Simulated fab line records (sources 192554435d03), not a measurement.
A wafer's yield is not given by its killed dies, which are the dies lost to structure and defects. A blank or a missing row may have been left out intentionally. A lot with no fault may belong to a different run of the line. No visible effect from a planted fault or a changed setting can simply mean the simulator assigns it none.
fab line records / flow n5Finfet
record lots=6 wafers=18 lastDay=17
route steps=1938 shown BEOL_M0@749 BEOL_M1@751
lots that met no fault: taken from a fault-free run of the same line
startH: hours from the record's first day to the start of the lot's first wafer shown / waitH: hours elapsed since this lot's preceding step / " same as the row above / L1.1+2: one row covering several wafers at once / - value missing, or start not given / * or withheld: withheld / < > ~ a bound
route shown NAME@n: NAME is a module with steps in the file, n the number in the route of the first one / usual: average and standard deviation across the fault-free wafers / same: alike in all rows / chamber/n: place in a boat / sites: each site's reading / _std_site: their standard deviation / _edge_site: inner sites' mean taken away from outer sites' mean / radiusMm: for every site, how far away it sits from the centre of the wafer / mask NAME#n: copy n / behind: the last tool/chamber to shape the wafer / hold: cause of the lot's hold/its duration in hours/its outcome / device: names the non-switching transistor (n, p or np) / end of line: the tests these same wafers got at the end of their route / a step given without rows: its recipe and nothing more / killed: count of dies lost to structure and defects at first sort (not the wafer's yield) / map: dies across one wafer; x = killed, . = not, _ = none there
set.NAME: the setting that was run; set.NAME@STEP: the one run at that earlier step / model.NAME: the simulator's own value behind a step, which no gauge read
a table for each step, a row for each wafer; lots at some steps of the route
services: from which hour (startH, from the record's first day; less than 0 if before it) a tool's chamber was out of use, for how many hours, and why
## steps
# step N5_BEOL_M0_RS_MEAS_126
# recipe thkMeasGauge=four-point-probe reads=Co_of_BEOL_M0_CO_CAP_123+Cu_of_BEOL_M0_ECD_118+Co_of_BEOL_M0_CVD_115+TaN_of_BEOL_M0_ALD_136
# usual M0_RS=0.536/0.017
lot.wafer=L306.2 tool=filmMetro-02 chamber=- startH=126.28 waitH=0.1 M0_RS[ohm/sq]=0.539
lot.wafer=L306.3 tool=filmMetro-02 chamber=- startH=126.28 waitH=0.1 M0_RS[ohm/sq]=0.508
lot.wafer=L306.5 tool=filmMetro-02 chamber=- startH=126.28 waitH=0.1 M0_RS[ohm/sq]=0.510
lot.wafer=L308.1 tool=filmMetro-02 chamber=- startH=135.58 waitH=0.0 M0_RS[ohm/sq]=0.522
lot.wafer=L308.2 tool=filmMetro-02 chamber=- startH=135.58 waitH=0.0 M0_RS[ohm/sq]=0.508
lot.wafer=L308.4 tool=filmMetro-02 chamber=- startH=135.58 waitH=0.0 M0_RS[ohm/sq]=0.505
lot.wafer=L312.3 tool=filmMetro-02 chamber=- startH=166.37 waitH=0.1 M0_RS[ohm/sq]=0.538
lot.wafer=L312.4 tool=filmMetro-02 chamber=- startH=166.37 waitH=0.1 M0_RS[ohm/sq]=0.513
lot.wafer=L312.5 tool=filmMetro-02 chamber=- startH=166.37 waitH=0.1 M0_RS[ohm/sq]=0.548
lot.wafer=L313.2 tool=filmMetro-01 chamber=- startH=169.94 waitH=0.1 M0_RS[ohm/sq]=0.548
lot.wafer=L313.5 tool=filmMetro-01 chamber=- startH=169.94 waitH=0.1 M0_RS[ohm/sq]=0.555
lot.wafer=L313.6 tool=filmMetro-01 chamber=- startH=169.94 waitH=0.1 M0_RS[ohm/sq]=0.522
lot.wafer=L322.1 tool=filmMetro-01 chamber=- startH=218.27 waitH=0.0 M0_RS[ohm/sq]=0.565
lot.wafer=L322.2 tool=filmMetro-01 chamber=- startH=218.27 waitH=0.0 M0_RS[ohm/sq]=0.576
lot.wafer=L322.5 tool=filmMetro-01 chamber=- startH=218.27 waitH=0.0 M0_RS[ohm/sq]=0.521
lot.wafer=L326.4 tool=filmMetro-01 chamber=- startH=254.32 waitH=0.0 M0_RS[ohm/sq]=0.559
lot.wafer=L326.5 tool=filmMetro-01 chamber=- startH=254.32 waitH=0.0 M0_RS[ohm/sq]=0.544
lot.wafer=L326.6 tool=filmMetro-01 chamber=- startH=254.32 waitH=0.0 M0_RS[ohm/sq]=0.533
# step N5_BEOL_M0_INSPECT_127
# recipe inspectInstrument=darkfield mode=postDep
# usual rawDefectCount=69/21
lot.wafer=L306.2 tool=defectInspect-02 chamber=- startH=126.31 waitH=0.0 rawDefectCount=58
lot.wafer=L306.3 tool=defectInspect-02 chamber=- startH=126.31 waitH=0.0 rawDefectCount=46
lot.wafer=L306.5 tool=defectInspect-02 chamber=- startH=126.31 waitH=0.0 rawDefectCount=35
lot.wafer=L308.1 tool=defectInspect-01 chamber=- startH=135.61 waitH=0.0 rawDefectCount=62
lot.wafer=L308.2 tool=defectInspect-01 chamber=- startH=135.61 waitH=0.0 rawDefectCount=59
lot.wafer=L308.4 tool=defectInspect-01 chamber=- startH=135.61 waitH=0.0 rawDefectCount=116
lot.wafer=L312.3 tool=defectInspect-01 chamber=- startH=166.40 waitH=0.0 rawDefectCount=69
lot.wafer=L312.4 tool=defectInspect-01 chamber=- startH=166.40 waitH=0.0 rawDefectCount=87
lot.wafer=L312.5 tool=defectInspect-01 chamber=- startH=166.40 waitH=0.0 rawDefectCount=89
lot.wafer=L313.2 tool=defectInspect-01 chamber=- startH=169.96 waitH=0.0 rawDefectCount=61
lot.wafer=L313.5 tool=defectInspect-01 chamber=- startH=169.96 waitH=0.0 rawDefectCount=74
lot.wafer=L313.6 tool=defectInspect-01 chamber=- startH=169.96 waitH=0.0 rawDefectCount=64
lot.wafer=L322.1 tool=defectInspect-01 chamber=- startH=218.30 waitH=0.0 rawDefectCount=43
lot.wafer=L322.2 tool=defectInspect-01 chamber=- startH=218.30 waitH=0.0 rawDefectCount=72
lot.wafer=L322.5 tool=defectInspect-01 chamber=- startH=218.30 waitH=0.0 rawDefectCount=77
lot.wafer=L326.4 tool=defectInspect-01 chamber=- startH=254.35 waitH=0.0 rawDefectCount=56
lot.wafer=L326.5 tool=defectInspect-01 chamber=- startH=254.35 waitH=0.0 rawDefectCount=81
lot.wafer=L326.6 tool=defectInspect-01 chamber=- startH=254.35 waitH=0.0 rawDefectCount=67
# step N5_BEOL_M1_ILD_DEP_00
# recipe material=SiOC targetThkA=790 tempC=350 precursor=DEMS/O2 pressureTorr=5 rfW=500 timeS=15.3
# usual heaterPowerW=447/58 showerheadPlenumPTorr=5.692/0.013 throttleValvePct=12.1/0.73
lot.wafer=L306.2 tool=pecvd-02 chamber=2 startH=126.35 waitH=0.0 heaterPowerW=449 showerheadPlenumPTorr=5.688 throttleValvePct=11.0
lot.wafer=L306.3 tool=pecvd-02 chamber=1 startH=126.35 waitH=0.0 heaterPowerW=450 showerheadPlenumPTorr=5.690 throttleValvePct=12.8
lot.wafer=L306.5 tool=pecvd-02 chamber=1 startH=126.35 waitH=0.0 heaterPowerW=477 showerheadPlenumPTorr=5.679 throttleValvePct=13.3
lot.wafer=L308.1 tool=pecvd-04 chamber=1 startH=135.65 waitH=0.0 heaterPowerW=546 showerheadPlenumPTorr=5.708 throttleValvePct=13.0
lot.wafer=L308.2 tool=pecvd-04 chamber=2 startH=135.65 waitH=0.0 heaterPowerW=450 showerheadPlenumPTorr=5.703 throttleValvePct=12.2
lot.wafer=L308.4 tool=pecvd-04 chamber=0 startH=135.65 waitH=0.0 heaterPowerW=497 showerheadPlenumPTorr=5.709 throttleValvePct=11.4
lot.wafer=L312.3 tool=pecvd-02 chamber=2 startH=166.43 waitH=0.0 heaterPowerW=532 showerheadPlenumPTorr=5.674 throttleValvePct=11.0
lot.wafer=L312.4 tool=pecvd-02 chamber=2 startH=166.43 waitH=0.0 heaterPowerW=529 showerheadPlenumPTorr=5.673 throttleValvePct=11.1
lot.wafer=L312.5 tool=pecvd-02 chamber=1 startH=166.43 waitH=0.0 heaterPowerW=398 showerheadPlenumPTorr=5.690 throttleValvePct=13.1
lot.wafer=L313.2 tool=pecvd-02 chamber=0 startH=170.00 waitH=0.0 heaterPowerW=374 showerheadPlenumPTorr=5.698 throttleValvePct=12.0
lot.wafer=L313.5 tool=pecvd-02 chamber=0 startH=170.00 waitH=0.0 heaterPowerW=370 showerheadPlenumPTorr=5.698 throttleValvePct=12.2
lot.wafer=L313.6 tool=pecvd-02 chamber=1 startH=170.00 waitH=0.0 heaterPowerW=403 showerheadPlenumPTorr=5.701 throttleValvePct=13.5
lot.wafer=L322.1 tool=pecvd-03 chamber=1 startH=218.33 waitH=0.0 heaterPowerW=501 showerheadPlenumPTorr=5.646 throttleValvePct=12.2
lot.wafer=L322.2 tool=pecvd-03 chamber=0 startH=218.33 waitH=0.0 heaterPowerW=387 showerheadPlenumPTorr=5.691 throttleValvePct=11.5
lot.wafer=L322.5 tool=pecvd-03 chamber=1 startH=218.33 waitH=0.0 heaterPowerW=488 showerheadPlenumPTorr=5.677 throttleValvePct=12.2
lot.wafer=L326.4 tool=pecvd-04 chamber=0 startH=254.40 waitH=0.1 heaterPowerW=465 showerheadPlenumPTorr=5.693 throttleValvePct=11.3
lot.wafer=L326.5 tool=pecvd-04 chamber=1 startH=254.40 waitH=0.1 heaterPowerW=509 showerheadPlenumPTorr=5.688 throttleValvePct=13.1
lot.wafer=L326.6 tool=pecvd-04 chamber=2 startH=254.40 waitH=0.1 heaterPowerW=412 showerheadPlenumPTorr=5.708 throttleValvePct=11.9
# step N5_BEOL_M1_THK_MEAS_01
# recipe reads=SiOC_of_BEOL_M1_ILD_DEP_00
# usual M1_ILD_THK=79.2/1.2
lot.wafer=L306.2 tool=filmMetro-01 chamber=- startH=126.41 waitH=0.1 M1_ILD_THK[nm]=77.7
lot.wafer=L306.3 tool=filmMetro-01 chamber=- startH=126.41 waitH=0.1 M1_ILD_THK[nm]=77.7
lot.wafer=L306.5 tool=filmMetro-01 chamber=- startH=126.41 waitH=0.1 M1_ILD_THK[nm]=78.7
lot.wafer=L308.1 tool=filmMetro-02 chamber=- startH=135.72 waitH=0.1 M1_ILD_THK[nm]=81.3
lot.wafer=L308.2 tool=filmMetro-02 chamber=- startH=135.72 waitH=0.1 M1_ILD_THK[nm]=80.1
lot.wafer=L308.4 tool=filmMetro-02 chamber=- startH=135.72 waitH=0.1 M1_ILD_THK[nm]=80.8
lot.wafer=L312.3 tool=filmMetro-02 chamber=- startH=166.50 waitH=0.1 M1_ILD_THK[nm]=78.0
lot.wafer=L312.4 tool=filmMetro-02 chamber=- startH=166.50 waitH=0.1 M1_ILD_THK[nm]=79.0
lot.wafer=L312.5 tool=filmMetro-02 chamber=- startH=166.50 waitH=0.1 M1_ILD_THK[nm]=79.3
lot.wafer=L313.2 tool=filmMetro-02 chamber=- startH=170.07 waitH=0.1 M1_ILD_THK[nm]=80.0
lot.wafer=L313.5 tool=filmMetro-02 chamber=- startH=170.07 waitH=0.1 M1_ILD_THK[nm]=80.6
lot.wafer=L313.6 tool=filmMetro-02 chamber=- startH=170.07 waitH=0.1 M1_ILD_THK[nm]=79.4
lot.wafer=L322.1 tool=filmMetro-01 chamber=- startH=218.42 waitH=0.1 M1_ILD_THK[nm]=79.2
lot.wafer=L322.2 tool=filmMetro-01 chamber=- startH=218.42 waitH=0.1 M1_ILD_THK[nm]=77.1
lot.wafer=L322.5 tool=filmMetro-01 chamber=- startH=218.42 waitH=0.1 M1_ILD_THK[nm]=78.6
lot.wafer=L326.4 tool=filmMetro-01 chamber=- startH=254.45 waitH=0.0 M1_ILD_THK[nm]=78.8
lot.wafer=L326.5 tool=filmMetro-01 chamber=- startH=254.45 waitH=0.0 M1_ILD_THK[nm]=81.2
lot.wafer=L326.6 tool=filmMetro-01 chamber=- startH=254.45 waitH=0.0 M1_ILD_THK[nm]=79.0
# step N5_BEOL_M1_PECVD_72
# recipe material=SiO2 targetThkA=160 tempC=400 precursor=TEOS/O2 pressureTorr=5.5 rfW=450 teosFlowSccm=53.8 gas=O2 flowSccm=3000 timeS=18
# usual heaterPowerW=690/80 showerheadPlenumPTorr=8.79/0.044 throttleValvePct=22.5/1.4
lot.wafer=L306.2 tool=pecvd-04 chamber=1 startH=126.45 waitH=0.0 heaterPowerW=823 showerheadPlenumPTorr=8.78 throttleValvePct=24.4
lot.wafer=L306.3 tool=pecvd-04 chamber=0 startH=126.45 waitH=0.0 heaterPowerW=719 showerheadPlenumPTorr=8.79 throttleValvePct=21.1
lot.wafer=L306.5 tool=pecvd-04 chamber=0 startH=126.45 waitH=0.0 heaterPowerW=705 showerheadPlenumPTorr=8.80 throttleValvePct=21.2
lot.wafer=L308.1 tool=pecvd-02 chamber=2 startH=135.75 waitH=0.0 heaterPowerW=732 showerheadPlenumPTorr=8.78 throttleValvePct=20.7
lot.wafer=L308.2 tool=pecvd-02 chamber=1 startH=135.75 waitH=0.0 heaterPowerW=654 showerheadPlenumPTorr=8.75 throttleValvePct=24.5
lot.wafer=L308.4 tool=pecvd-02 chamber=2 startH=135.75 waitH=0.0 heaterPowerW=768 showerheadPlenumPTorr=8.77 throttleValvePct=20.5
lot.wafer=L312.3 tool=pecvd-04 chamber=1 startH=166.54 waitH=0.0 heaterPowerW=829 showerheadPlenumPTorr=8.79 throttleValvePct=24.4
lot.wafer=L312.4 tool=pecvd-04 chamber=2 startH=166.54 waitH=0.0 heaterPowerW=652 showerheadPlenumPTorr=8.84 throttleValvePct=22.1
lot.wafer=L312.5 tool=pecvd-04 chamber=0 startH=166.54 waitH=0.0 heaterPowerW=690 showerheadPlenumPTorr=8.79 throttleValvePct=21.2
lot.wafer=L313.2 tool=pecvd-04 chamber=2 startH=170.10 waitH=0.0 heaterPowerW=600 showerheadPlenumPTorr=8.85 throttleValvePct=22.5
lot.wafer=L313.5 tool=pecvd-04 chamber=1 startH=170.10 waitH=0.0 heaterPowerW=744 showerheadPlenumPTorr=8.77 throttleValvePct=24.3
lot.wafer=L313.6 tool=pecvd-04 chamber=0 startH=170.10 waitH=0.0 heaterPowerW=769 showerheadPlenumPTorr=8.79 throttleValvePct=21.4
lot.wafer=L322.1 tool=pecvd-04 chamber=2 startH=218.46 waitH=0.0 heaterPowerW=671 showerheadPlenumPTorr=8.84 throttleValvePct=22.4
lot.wafer=L322.2 tool=pecvd-04 chamber=1 startH=218.46 waitH=0.0 heaterPowerW=763 showerheadPlenumPTorr=8.81 throttleValvePct=24.3
lot.wafer=L322.5 tool=pecvd-04 chamber=1 startH=218.46 waitH=0.0 heaterPowerW=784 showerheadPlenumPTorr=8.80 throttleValvePct=24.2
lot.wafer=L326.4 tool=pecvd-03 chamber=2 startH=254.51 waitH=0.1 heaterPowerW=574 showerheadPlenumPTorr=8.75 throttleValvePct=20.1
lot.wafer=L326.5 tool=pecvd-03 chamber=0 startH=254.51 waitH=0.1 heaterPowerW=503 showerheadPlenumPTorr=8.83 throttleValvePct=21.3
lot.wafer=L326.6 tool=pecvd-03 chamber=1 startH=254.51 waitH=0.1 heaterPowerW=725 showerheadPlenumPTorr=8.72 throttleValvePct=23.3
# step N5_BEOL_M1_HM_DEP_02
# recipe material=TiN targetThkA=200 tempC=25 chamberPressurePa=0.49996
# usual throttleValvePct=29.7/1.1
lot.wafer=L306.2 tool=pvdSputter-02 chamber=- startH=127.50 waitH=1.0 throttleValvePct=29.5
lot.wafer=L306.3 tool=pvdSputter-02 chamber=- startH=127.50 waitH=1.0 throttleValvePct=29.1
lot.wafer=L306.5 tool=pvdSputter-02 chamber=- startH=127.50 waitH=1.0 throttleValvePct=29.4
lot.wafer=L308.1 tool=pvdSputter-02 chamber=- startH=136.47 waitH=0.7 throttleValvePct=31.5
lot.wafer=L308.2 tool=pvdSputter-02 chamber=- startH=136.47 waitH=0.7 throttleValvePct=28.9
lot.wafer=L308.4 tool=pvdSputter-02 chamber=- startH=136.47 waitH=0.7 throttleValvePct=29.8
lot.wafer=L312.3 tool=pvdSputter-01 chamber=- startH=166.59 waitH=0.0 throttleValvePct=30.1
lot.wafer=L312.4 tool=pvdSputter-01 chamber=- startH=166.59 waitH=0.0 throttleValvePct=28.9
lot.wafer=L312.5 tool=pvdSputter-01 chamber=- startH=166.59 waitH=0.0 throttleValvePct=28.9
lot.wafer=L313.2 tool=pvdSputter-02 chamber=- startH=175.64 waitH=5.5 throttleValvePct=31.6
lot.wafer=L313.5 tool=pvdSputter-02 chamber=- startH=175.64 waitH=5.5 throttleValvePct=29.1
lot.wafer=L313.6 tool=pvdSputter-02 chamber=- startH=175.64 waitH=5.5 throttleValvePct=29.9
lot.wafer=L322.1 tool=pvdSputter-01 chamber=- startH=219.82 waitH=1.3 throttleValvePct=29.0
lot.wafer=L322.2 tool=pvdSputter-01 chamber=- startH=219.82 waitH=1.3 throttleValvePct=30.3
lot.wafer=L322.5 tool=pvdSputter-01 chamber=- startH=219.82 waitH=1.3 throttleValvePct=29.1
lot.wafer=L326.4 tool=pvdSputter-02 chamber=- startH=255.60 waitH=1.1 throttleValvePct=29.0
lot.wafer=L326.5 tool=pvdSputter-02 chamber=- startH=255.60 waitH=1.1 throttleValvePct=29.8
lot.wafer=L326.6 tool=pvdSputter-02 chamber=- startH=255.60 waitH=1.1 throttleValvePct=31.6
# step N5_BEOL_M1_COAT_61
# recipe resist=SOC tempC=250 timeS=60 spinRpm=1500 resistThkNm=60
# step N5_BEOL_M1_COAT_62
# recipe resist=SiARC tempC=220 timeS=60 spinRpm=1500 resistThkNm=12
# step N5_BEOL_M1_COAT_73
# recipe resist=underlayer tempC=205 timeS=60 spinRpm=1500 resistThkNm=5
# step N5_BEOL_M1_COAT_05
# recipe resist=CAR-EUV spinRpm=1500 resistThkNm=30
# step N5_BEOL_M1_EBR_07
# recipe solvent=PGMEA ebrWidthMm=1.5
# step N5_BEOL_M1_SOFTBAKE_06
# recipe tempC=110 timeS=60 resist=CAR-EUV
# step N5_BEOL_M1_EXPOSE_08
# recipe maskId=M1 na=0.33 sourceShape=dipole sigmaInner=0.369 sigmaOuter=0.767 polarization=unpolarized doseMj=33
# usual dipoleOpeningDeg=79.7/0 exposureDoseMJCm2=32.87/0.033 focusOffsetNm=0.0/0.56 reticleTempC=22.99/0.084 sigmaInner=0.369/0
lot.wafer=L306.2 tool=euvScanner-02 chamber=0 startH=127.89 waitH=- mask=M1#0 dipoleOpeningDeg=79.7 exposureDoseMJCm2=33.00 focusOffsetNm=0.5 reticleTempC=23.01 sigmaInner=0.369
lot.wafer=L306.3 tool=euvScanner-02 chamber=0 startH=127.89 waitH=- mask=M1#0 dipoleOpeningDeg=79.7 exposureDoseMJCm2=32.92 focusOffsetNm=0.4 reticleTempC=22.91 sigmaInner=0.369
lot.wafer=L306.5 tool=euvScanner-02 chamber=0 startH=127.89 waitH=- mask=M1#0 dipoleOpeningDeg=79.7 exposureDoseMJCm2=32.90 focusOffsetNm=1.6 reticleTempC=22.93 sigmaInner=0.369
lot.wafer=L308.1 tool=euvScanner-01 chamber=0 startH=136.74 waitH=- mask=M1#0 dipoleOpeningDeg=79.7 exposureDoseMJCm2=32.83 focusOffsetNm=0.5 reticleTempC=22.98 sigmaInner=0.369
lot.wafer=L308.2 tool=euvScanner-01 chamber=0 startH=136.74 waitH=- mask=M1#0 dipoleOpeningDeg=79.7 exposureDoseMJCm2=32.88 focusOffsetNm=0.4 reticleTempC=23.14 sigmaInner=0.369
lot.wafer=L308.4 tool=euvScanner-01 chamber=0 startH=136.74 waitH=- mask=M1#0 dipoleOpeningDeg=79.7 exposureDoseMJCm2=32.85 focusOffsetNm=-0.4 reticleTempC=22.99 sigmaInner=0.369
lot.wafer=L312.3 tool=euvScanner-01 chamber=- startH=166.99 waitH=- mask=M1#0 dipoleOpeningDeg=- exposureDoseMJCm2=- focusOffsetNm=- reticleTempC=- sigmaInner=-
lot.wafer=L312.4 tool=euvScanner-01 chamber=- startH=166.99 waitH=- mask=M1#0 dipoleOpeningDeg=- exposureDoseMJCm2=- focusOffsetNm=- reticleTempC=- sigmaInner=-
lot.wafer=L312.5 tool=euvScanner-01 chamber=- startH=166.99 waitH=- mask=M1#0 dipoleOpeningDeg=- exposureDoseMJCm2=- focusOffsetNm=- reticleTempC=- sigmaInner=-
lot.wafer=L313.2 tool=euvScanner-01 chamber=- startH=175.92 waitH=- mask=M1#0 dipoleOpeningDeg=- exposureDoseMJCm2=- focusOffsetNm=- reticleTempC=- sigmaInner=-
lot.wafer=L313.5 tool=euvScanner-01 chamber=- startH=175.92 waitH=- mask=M1#0 dipoleOpeningDeg=- exposureDoseMJCm2=- focusOffsetNm=- reticleTempC=- sigmaInner=-
lot.wafer=L313.6 tool=euvScanner-01 chamber=- startH=175.92 waitH=- mask=M1#0 dipoleOpeningDeg=- exposureDoseMJCm2=- focusOffsetNm=- reticleTempC=- sigmaInner=-
lot.wafer=L322.1 tool=euvScanner-01 chamber=0 startH=220.08 waitH=- mask=M1#0 dipoleOpeningDeg=79.7 exposureDoseMJCm2=32.86 focusOffsetNm=0.5 reticleTempC=23.19 sigmaInner=0.369
lot.wafer=L322.2 tool=euvScanner-01 chamber=0 startH=220.08 waitH=- mask=M1#0 dipoleOpeningDeg=79.7 exposureDoseMJCm2=32.85 focusOffsetNm=-0.1 reticleTempC=22.90 sigmaInner=0.369
lot.wafer=L322.5 tool=euvScanner-01 chamber=0 startH=220.08 waitH=- mask=M1#0 dipoleOpeningDeg=79.7 exposureDoseMJCm2=32.87 focusOffsetNm=0.1 reticleTempC=23.03 sigmaInner=0.369
lot.wafer=L326.4 tool=euvScanner-02 chamber=0 startH=255.88 waitH=- mask=M1#0 dipoleOpeningDeg=79.7 exposureDoseMJCm2=32.89 focusOffsetNm=-1.1 reticleTempC=23.07 sigmaInner=0.369
lot.wafer=L326.5 tool=euvScanner-02 chamber=0 startH=255.88 waitH=- mask=M1#0 dipoleOpeningDeg=79.7 exposureDoseMJCm2=32.87 focusOffsetNm=-0.8 reticleTempC=23.02 sigmaInner=0.369
lot.wafer=L326.6 tool=euvScanner-02 chamber=0 startH=255.88 waitH=- mask=M1#0 dipoleOpeningDeg=79.7 exposureDoseMJCm2=32.85 focusOffsetNm=0.3 reticleTempC=22.99 sigmaInner=0.369
# step N5_BEOL_M1_PEB_09
# recipe pebTempC=100 pebTimeS=60 resist=CAR-EUV
## services
tool=euvScanner-02 chamber=- startH=105.93 hours=0.6 kind=repair
tool=pvdSputter-02 chamber=- startH=116.29 hours=4.1 kind=repair
tool=euvScanner-01 chamber=- startH=124.19 hours=1.0 kind=pm
tool=pecvd-03 chamber=0 startH=130.76 hours=2.1 kind=scheduledDown
tool=euvScanner-02 chamber=- startH=131.32 hours=5.8 kind=pm
tool=euvScanner-02 chamber=- startH=143.58 hours=1.0 kind=pm
tool=euvScanner-02 chamber=- startH=145.54 hours=2.4 kind=repair
tool=euvScanner-02 chamber=0 startH=151.89 hours=- kind=calibration
tool=euvScanner-01 chamber=- startH=153.59 hours=6.2 kind=repair
tool=pvdSputter-01 chamber=- startH=172.98 hours=11.1 kind=repair
tool=pecvd-02 chamber=0 startH=175.39 hours=2.1 kind=scheduledDown
tool=euvScanner-01 chamber=- startH=180.34 hours=1.0 kind=pm
tool=pecvd-04 chamber=0 startH=182.03 hours=5.5 kind=scheduledDown
tool=pecvd-03 chamber=- startH=183.37 hours=1.1 kind=repair
tool=pecvd-02 chamber=2 startH=185.05 hours=3.7 kind=repair
tool=euvScanner-02 chamber=- startH=199.73 hours=1.0 kind=pm
tool=pecvd-03 chamber=2 startH=202.38 hours=- kind=clean
tool=pecvd-03 chamber=2 startH=202.38 hours=- kind=consumableReplace:showerhead
tool=pecvd-03 chamber=2 startH=202.38 hours=29.0 kind=scheduledDown
tool=pecvd-03 chamber=2 startH=202.38 hours=29.0 kind=ventCycle
tool=pecvd-02 chamber=2 startH=206.92 hours=5.5 kind=scheduledDown
tool=pecvd-02 chamber=- startH=222.48 hours=6.0 kind=pm
tool=pecvd-03 chamber=0 startH=225.32 hours=16.5 kind=scheduledDown
tool=euvScanner-01 chamber=- startH=236.49 hours=1.0 kind=pm
## key
firstSign step=N5_BEOL_M1_EXPOSE_08 reading=toolRecord direction=missing
effect none on later readings
metAt N5_BEOL_M1_EXPOSE_08
struckWafers L312.3,L312.4,L312.5,L313.2,L313.5,L313.6
laterRowsLeftOut L312.3,L312.4,L312.5,L313.2,L313.5,L313.6
sortLeftOut L312.3,L312.4,L312.5,L313.2,L313.5,L313.6
onsetBetween 136.74 166.99
fault kind=skippedStepWhole tool=euvScanner-01 chamber=- onsetH=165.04 steps=N5_BEOL_M1_EXPOSE_08 scope=struckLotsOnly
# sortLeftOut: the simulated sort isn't trusted on such a fault, so these wafers' sort isn't shown, and their yield isn't known
# laterRowsLeftOut: the simulator's readings of these wafers behind a module that went badly wrong aren't trusted and aren't shown, but for the sort
